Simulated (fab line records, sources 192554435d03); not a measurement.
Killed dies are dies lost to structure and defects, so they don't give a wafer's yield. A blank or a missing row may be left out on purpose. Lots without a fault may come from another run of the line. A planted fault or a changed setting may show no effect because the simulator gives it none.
fab line records | flow n5_finfet
record lots=7 wafers=18 last_day=21
route steps=1938 shown PASSIVATION@1909
lots that met no fault: from a run of the same line without faults
start_h: hours from the record's first day to the start of the lot's first wafer shown | wait_h: hours since the lot's step before | " the same as in the row above | L1.1+2: a row that stands for several wafers | - no value, or no start given | * or withheld: withheld | < > ~ a bound
route shown NAME@n: a module of which the file shows steps, and the number in the route of the first | usual: mean/standard deviation of fault-free wafers | same: alike in all rows | chamber/n: place in a boat | sites: the reading at each site | _std_site: their standard deviation | _edge_site: outer sites' mean less inner sites' | radius_mm: how far each site lies from the wafer's centre | mask NAME#n: copy n | behind: the tool/chamber that last shaped the wafer | hold: why the lot was held/for how many hours/how that ended | device: the transistor (n, p or np) that didn't switch | end of line: the same wafers' tests at the end of the route | a step without rows: its recipe alone | killed: dies lost to structure and defects at the first sort, not the wafer's yield | map: a wafer's dies, x killed, . not, _ none there
set.NAME: the setting as run; set.NAME@STEP: as run at that earlier step | model.NAME: the simulator's own value behind a step, which no gauge read
lots at some steps of the route; a table a step, a row a wafer
services: from which hour (start_h, from the record's first day; less than 0 if before it) a tool's chamber was out of use, for how many hours, and why
## steps
# step N5_PASSIVATION_AL_ETCH_33
# recipe chemistry=Cl2/BCl3 target_depth_a=28000 over_etch_frac=0.15 Cl2_flow_sccm=180 bcl3_flow_sccm=60 target=Al stop_on=TaN time_s=466.7 ion_energy_ev=100 pressure_mtorr=10 icp_w=900 bias_w=100
# usual bcl3_flow_sccm=60.00/0.19 drypump_motor_current_A=5.8/0.47 oes_product_au=0.73/0.087 throttle_valve_pct=34.1/0.63
# columns lot.wafer tool chamber start_h wait_h bcl3_flow_sccm drypump_motor_current_A oes_product_au rf_hours_counter_h throttle_valve_pct
L295.1 rie_metal-01 0 379.89 0.1 60.19 6.4 0.69 49 33.2
L295.2 " 1 " " 59.91 6.3 0.61 99 34.3
L295.6 " 0 " " 60.22 6.4 0.69 - 33.3
L299.2 rie_metal-02 0 386.53 0.1 60.11 5.4 0.65 63 34.1
L299.3 " 1 " " 60.15 5.4 0.85 - 35.0
L299.5 " 0 " " 60.19 5.4 0.65 - 34.1
L310.3 rie_metal-03 1 445.79 0.4 60.01 6.5 0.78 - 33.8
L310.4 " 0 " " 59.92 5.7 0.67 - 34.2
L311.4 rie_metal-03 1 451.99 0.2 60.07 6.5 0.78 - 33.8
L311.5 " 0 " " 60.57 5.7 0.68 - 34.2
L309.2 rie_metal-02 1 455.46 0.1 60.11 5.4 0.79 11 35.0
L309.3 " 0 " " 59.67 5.4 0.65 - 34.1
L309.4 " 1 " " 59.83 5.4 0.79 - 35.0
L314.1 rie_metal-01 0 475.48 0.1 59.85 6.4 0.66 59 33.3
L314.4 " 0 " " 60.24 6.4 0.67 - 33.3
L317.2 rie_metal-02 1 496.10 0.1 59.89 5.4 0.78 14 35.0
L317.3 " 1 " " 60.10 5.5 0.77 - 35.0
L317.4 " 0 " " 59.88 5.4 0.64 - 34.1
# step N5_PASSIVATION_ETCH_59
# recipe chemistry=Cl2/BCl3 target=TaN target_depth_a=650 time_s=34.9 ion_energy_ev=100 pressure_mtorr=10 icp_w=900 bias_w=100 Cl2_flow_sccm=60 bcl3_flow_sccm=30
# usual bcl3_flow_sccm=29.99/0.091 drypump_motor_current_A=5.8/0.46 oes_product_au=0.82/0.1 throttle_valve_pct=21.0/0.45
# columns lot.wafer tool chamber start_h wait_h bcl3_flow_sccm drypump_motor_current_A oes_product_au rf_hours_counter_h throttle_valve_pct
L295.1 rie_metal-01 0 380.29 0.3 29.92 6.4 0.74 50 20.4
L295.2 " 1 " " 30.08 6.3 0.70 99 21.0
L295.6 " 0 " " 29.99 6.4 0.74 - 20.5
L299.2 rie_metal-02 0 386.93 0.3 30.05 5.4 0.74 63 21.0
L299.3 " 1 " " 30.05 5.5 0.91 - 21.6
L299.5 " 0 " " 30.00 5.4 0.73 - 21.0
L310.3 rie_metal-03 1 446.09 0.2 30.08 6.5 0.92 - 20.6
L310.4 " 0 " " 30.05 5.7 0.75 - 21.1
L311.4 rie_metal-03 1 452.29 0.2 29.94 6.5 0.92 - 20.6
L311.5 " 0 " " 29.96 5.7 0.75 - 21.1
L309.2 rie_metal-02 1 455.86 0.3 30.00 5.5 0.86 11 21.6
L309.3 " 0 " " 30.05 5.4 0.72 - 21.1
L309.4 " 1 " " 29.91 5.5 0.85 - 21.6
L314.1 rie_metal-01 0 475.89 0.3 30.00 6.4 0.72 60 20.4
L314.4 " 0 " " 29.97 6.4 0.73 - 20.4
L317.2 rie_metal-02 1 496.50 0.3 30.05 5.4 0.82 14 21.7
L317.3 " 1 " " 30.14 5.4 0.82 - 21.6
L317.4 " 0 " " 30.00 5.4 0.70 - 21.1
# step N5_PASSIVATION_STRIP_34
# recipe chemistry=O2 power_w=600 temp_c=60 pressure_mtorr=30 rf_frequency_hz=6e+07 bias_power_w=0 overash_fraction=2 o2_flow_sccm=225
# usual drypump_motor_current_A=5.9/0.43 oes_product_au=0.82/0.077 rf_vpp_V=3.8/1.5 showerhead_plenum_p_Torr=2.10/0.059 throttle_valve_pct=16.58/0.19
# columns lot.wafer tool chamber start_h wait_h drypump_motor_current_A oes_product_au rf_hours_counter_h rf_vpp_V showerhead_plenum_p_Torr throttle_valve_pct
L295.1 rie_diel-04 0 380.41 0.1 5.1 0.87 44 3.7 2.05 16.64
L295.2 " 3 " " 5.7 0.91 26 1.5 2.13 16.39
L295.6 " 2 " " 5.7 0.73 - 2.9 2.06 16.48
L299.2 rie_diel-05 3 387.05 0.1 6.7 0.77 105 5.1 2.23 16.75
L299.3 " 0 " " 5.7 0.73 135 3.3 2.19 16.47
L299.5 " 3 " " 6.7 0.79 - 4.9 2.23 16.71
L310.3 rie_diel-01 1 446.18 0.1 6.0 0.82 77 2.5 2.06 16.77
L310.4 " 0 " " 6.2 0.70 189 7.0 2.17 16.70
L311.4 rie_diel-01 2 452.38 0.1 5.5 0.90 34 4.7 2.04 16.20
L311.5 " 3 " " 6.4 0.95 - 4.3 2.07 16.33
L309.2 rie_diel-04 2 455.98 0.1 5.7 0.70 197 1.1 2.05 16.52
L309.3 " 0 " " 5.1 0.83 72 5.9 2.04 16.69
L309.4 " 3 " " 5.6 0.87 53 3.3 2.12 16.38
L314.1 rie_diel-01 1 476.00 0.1 5.9 0.79 89 3.4 2.05 16.85
L314.4 " 0 " " 6.2 0.72 - 5.6 2.16 16.75
L317.2 rie_diel-04 2 496.61 0.1 5.7 0.69 210 2.1 2.05 16.56
L317.3 " 3 " " 5.6 0.84 64 1.9 2.12 16.42
L317.4 " 1 " " 6.3 0.80 118 5.6 2.12 16.87
# step N5_PASSIVATION_STRIP_51
# recipe chemistry=post_etch_residue_remover time_s=1200 temp_c=72.5
# step N5_PASSIVATION_CLEAN_69
# recipe chemistry=IPA time_s=180 temp_c=25
# step N5_PASSIVATION_SRD_70
# recipe dry=ipa_marangoni time_s=30 temp_c=23 rinse_liquid=diw
# step N5_PASSIVATION_PECVD_53
# recipe material=SiO2 target_thk_a=8000 temp_c=400 precursor=TEOS/O2 pressure_torr=6.5 rf_w=withheld teos_flow_sccm=withheld gas=O2 flow_sccm=2650 time_s=169.4
# step N5_PASSIVATION_PECVD_35
# recipe material=SiNx target_thk_a=7000 temp_c=400 precursor=SiH4/NH3/N2 pressure_torr=4.9 rf_w=1406 time_s=151.3
# usual heater_power_outer_w=141/79 heater_power_w=350/140 showerhead_plenum_p_Torr=8.69/0.081 throttle_valve_pct=29.3/1.4
# columns lot.wafer tool chamber start_h wait_h heater_power_outer_w heater_power_w showerhead_plenum_p_Torr throttle_valve_pct
L295.1 pecvd-01 1 381.03 0.1 213 475 8.80 28.1
L295.2 " 2 " " 63 216 8.74 27.4
L295.6 " 1 " " 107 327 8.78 27.8
L299.2 pecvd-01 0 387.67 0.1 65 237 8.63 31.0
L299.3 " 2 " " 57 210 8.73 27.5
L299.5 " 1 " " 220 474 8.79 27.8
L310.3 pecvd-04 1 446.80 0.1 160 390 8.53 30.7
L310.4 " 2 " " 245 562 8.72 27.8
L311.4 pecvd-01 0 453.05 0.1 141 343 8.64 31.0
L311.5 " 1 " " 150 388 8.80 27.7
L309.2 pecvd-03 0 456.64 0.1 20 147 8.65 29.5
L309.3 " 1 " " 120 254 8.63 30.7
L309.4 " 0 " " 47 184 8.64 29.7
L314.1 pecvd-01 0 476.61 0.1 106 303 8.68 30.9
L314.4 " 1 " " 170 413 8.82 27.9
L317.2 pecvd-01 0 497.28 0.1 116 306 8.68 31.1
L317.3 " 1 " " 155 387 8.80 27.8
L317.4 " 2 " " 97 262 8.72 27.6
# step N5_PASSIVATION_HMDS_37
# recipe time_s=60 temp_c=120
# step N5_PASSIVATION_COAT_38
# recipe spin_rpm=3000 resist_thk_nm=withheld
# step N5_PASSIVATION_EBR_40
# recipe solvent=PGMEA ebr_width_mm=1.5
# step N5_PASSIVATION_SOFTBAKE_39
# recipe temp_c=110 time_s=120
# step N5_PASSIVATION_EXPOSE_41
# recipe mask_id=PASS_OPEN na=0.55 defocus_nm=0 source_shape=conventional sigma_outer=0.8 polarization=unpolarized target_cd_nm=40000 dose_mj=57.25
# usual reticle_temp_C=22.99/0.11
# same sigma_outer=0.8
# columns lot.wafer tool chamber start_h wait_h mask reticle_temp_C
L295.1 krf_scanner-01 0 381.28 - PASS_OPEN#0 23.04
L295.2 " 0 " " PASS_OPEN#0 23.00
L295.6 " 0 " " PASS_OPEN#0 23.07
L299.2 krf_scanner-01 0 388.05 - PASS_OPEN#0 23.02
L299.3 " 0 " " PASS_OPEN#0 22.90
L299.5 " 0 " " PASS_OPEN#0 22.73
L310.3 krf_scanner-01 0 447.06 - PASS_OPEN#0 22.90
L310.4 " 0 " " PASS_OPEN#0 22.94
L311.4 krf_scanner-01 0 453.39 - PASS_OPEN#0 23.05
L311.5 " 0 " " PASS_OPEN#0 22.94
L309.2 krf_scanner-01 0 456.98 - PASS_OPEN#0 23.09
L309.3 " 0 " " PASS_OPEN#0 23.22
L309.4 " 0 " " PASS_OPEN#0 23.06
L314.1 krf_scanner-02 0 476.99 - PASS_OPEN#0 23.13
L314.4 " 0 " " PASS_OPEN#0 23.05
L317.2 krf_scanner-02 0 497.67 - PASS_OPEN#0 23.09
L317.3 " 0 " " PASS_OPEN#0 23.05
L317.4 " 0 " " PASS_OPEN#0 23.03
# step N5_PASSIVATION_PEB_42
# recipe peb_temp_c=withheld peb_time_s=*
# step N5_PASSIVATION_DEVELOP_43
# recipe develop_time_s=60 rinse_liquid=diw dry=air_spin dev_temp_c=21
# step N5_PASSIVATION_HARDBAKE_45
# recipe temp_c=130 time_s=120
# step N5_PASSIVATION_CD_MEAS_44
# recipe target_cd_nm=40000 landing_energy_ev=500 detector=se_inlens
# usual cd_nm=39995/4.5
# columns lot.wafer tool chamber start_h wait_h cd_nm
L295.1 cd_sem-01 0 381.46 - 39993
L295.2 " 0 " " 39994
L295.6 " 0 " " 39987
L299.2 cd_sem-01 0 388.23 - 39995
L299.3 " 0 " " 40000
L299.5 " 0 " " 39996
L310.3 cd_sem-03 0 447.23 - 40013
L310.4 " 0 " " 40005
L311.4 cd_sem-03 0 453.56 - 39995
L311.5 " 0 " " 40022
L309.2 cd_sem-03 0 457.16 - 39992
L309.3 " 0 " " 40012
L309.4 " 0 " " 40001
L314.1 cd_sem-01 0 477.17 - 39992
L314.4 " 0 " " 39998
L317.2 cd_sem-02 0 497.84 - 39994
L317.3 " 0 " " 39988
L317.4 " 0 " " 39993
# step N5_PASSIVATION_OVL_MEAS_66
# recipe points_per_wafer=44
# usual PASS_OPEN_OVL=6/6.2
# columns lot.wafer tool chamber start_h wait_h PASS_OPEN_OVL[nm]
L295.1 overlay-02 0 381.49 0.0 11
L295.2 " 0 " " 7
L295.6 " 0 " " 2
L299.2 overlay-01 0 388.25 0.0 10
L299.3 " 0 " " 8
L299.5 " 0 " " 13
L310.3 overlay-02 0 447.28 0.0 4
L310.4 " 0 " " 13
L311.4 overlay-01 0 453.58 0.0 4
L311.5 " 0 " " 9
L309.2 overlay-01 0 457.18 0.0 11
L309.3 " 0 " " 9
L309.4 " 0 " " 2
L314.1 overlay-01 0 477.20 0.0 15
L314.4 " 0 " " 18
L317.2 overlay-01 0 497.88 0.0 -5
L317.3 " 0 " " -6
L317.4 " 0 " " 0
# step N5_PASSIVATION_PROBE_49
# usual defect_limited_yield=91.1/1.4 killed_at_M0_to_M3=34/9.6 killed_at_M4_up=15/5.3 killed_at_contacts=12/6.1 killed_at_front_end=40/11 killed_at_other=3.5/2.8 killed_dies=105/17 killed_open=70/12 killed_short=34/7.7 sort_bin_4_leakage=0.01/0.07 sort_bin_5_function=5.2/0.97 sort_bin_6_memory=3.4/0.62 sort_n_pass=1075/17 sort_yield_pct=91.1/1.4
# same gross_dies=1180 killed_at_back_side=0 sort_bin_8_speed[%]=0
# columns lot.wafer tool chamber start_h wait_h defect_limited_yield[%] killed_at_M0_to_M3 killed_at_M4_up killed_at_contacts killed_at_front_end killed_at_other killed_dies killed_open killed_short sort_bin_4_leakage[%] sort_bin_5_function[%] sort_bin_6_memory[%] sort_n_pass sort_yield_pct[%]
L299.2 prober-02 - 391.43 0.1 91.1 39 14 19 29 4 105 70 35 0 5.5 3.1 1075 91.1
L299.3 prober-02 - 391.48 0.1 91.9 35 13 10 37 1 96 60 35 0 5.3 2.8 1084 91.9
L299.5 prober-02 - 391.58 0.2 92.7 29 21 7 28 1 86 63 23 0 4.5 2.6 1094 92.7
L309.2 prober-02 - 462.19 0.1 91.3 21 31 3 46 2 103 69 25 0 4.6 3.4 1077 91.3
L314.1 prober-01 - 480.34 0.0 91.0 41 7 17 39 2 106 59 45 0 5.3 3.4 1074 91.0
# killed by level:class
L299.2 BEOL_M1:geometric_particle:open=15 MOL_CONTACT_COAG:geometric_particle:open=12 MOL_CONTACT_COAG:geometric_particle:short=7 BEOL_M0_SAQP:geometric_particle:open=6 STI_FIN_REVEAL:geometric_particle:open=5 BEOL_M0_SAQP:geometric_particle:short=5 BEOL_M3:geometric_particle:open=5 BEOL_M4:geometric_particle:open=5
L299.3 BEOL_M1:geometric_particle:open=16 ILD0:geometric_particle:short=9 MOL_CONTACT_COAG:geometric_particle:open=8 GATE_CUT:geometric_particle:short=6 STI_FIN_REVEAL:geometric_particle:open=5 DUMMY_GATE:geometric_particle:open=5 BEOL_M3:geometric_particle:short=4 BEOL_M0_SAQP:geometric_particle:open=4
L299.5 STI_FIN_REVEAL:geometric_particle:open=11 BEOL_M3:geometric_particle:open=10 MOL_CONTACT_COAG:geometric_particle:open=6 BEOL_M4:geometric_particle:open=6 BEOL_M0_SAQP:geometric_particle:short=5 BEOL_M4:geometric_particle:short=5 DUMMY_GATE:geometric_particle:open=3 BEOL_M0_SAQP:geometric_particle:open=3
L309.2 BEOL_M4:geometric_particle:open=16 STI_FIN_REVEAL:geometric_particle:open=12 BEOL_M3:geometric_particle:open=12 FIN_SAQP:geometric_particle:short=8 HKMG_FIN:area_etch=8 FIN_SAQP:geometric_particle:open=6 BEOL_M4:geometric_particle:short=4 DUMMY_GATE:geometric_particle:open=3
L314.1 MOL_CONTACT_COAG:geometric_particle:open=13 BEOL_M2:geometric_particle:open=13 FIN_SAQP:geometric_particle:short=12 BEOL_M0_SAQP:geometric_particle:short=9 BEOL_M0_SAQP:geometric_particle:open=6 FIN_SAQP:geometric_particle:open=5 DUMMY_GATE:geometric_particle:open=5 GATE_CUT:geometric_particle:short=5
## services
# columns tool chamber start_h hours kind
krf_scanner-01 0 356.32 - calibration
rie_diel-05 0 359.21 8.0 repair
pecvd-04 - 364.73 5.5 pm
pecvd-01 - 371.26 1.8 repair
rie_metal-01 - 373.24 0.2 repair
rie_metal-03 - 375.18 14.6 pm
krf_scanner-01 - 378.50 1.3 pm
krf_scanner-02 - 385.11 1.0 pm
krf_scanner-02 - 405.08 0.3 repair
rie_diel-05 - 410.63 0.9 repair
pecvd-04 0 414.13 6.0 repair
pecvd-01 - 415.89 5.5 pm
krf_scanner-02 - 418.84 0.8 pm
krf_scanner-02 - 431.92 1.3 pm
rie_diel-01 3 432.33 4.8 repair
pecvd-03 2 444.22 19.8 repair
rie_diel-05 1 452.35 1.3 repair
rie_metal-03 0 458.91 9.4 repair
pecvd-04 - 460.11 6.0 pm
rie_diel-04 3 460.95 2.6 repair
rie_diel-01 2 468.26 16.2 repair
pecvd-01 2 487.48 6.7 repair
krf_scanner-01 - 491.57 0.8 pm
pecvd-03 - 491.74 1.5 repair
## key
first_sign step=N5_PASSIVATION_CD_MEAS_44 reading=cd_nm direction=up sigmas=4.5 usual=39995 struck=40016
effect none on later readings
met_at N5_PASSIVATION_EXPOSE_41
struck_wafers L309.3,L310.3,L311.5
baseline_loss step=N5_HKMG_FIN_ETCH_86 wafers=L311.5
onset_between 388.05 447.06
fault kind=process_parameter_drift tool=krf_scanner-01 chamber=- onset_h=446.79 steps=N5_PASSIVATION_EXPOSE_41 channel=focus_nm offset=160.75 shape=step end_h=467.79 scope=struck_wafers_only
# baseline_loss: these wafers lose ten dies or more at that step, a loss of the line's own and not of a fault; the sort's usual values leave them out
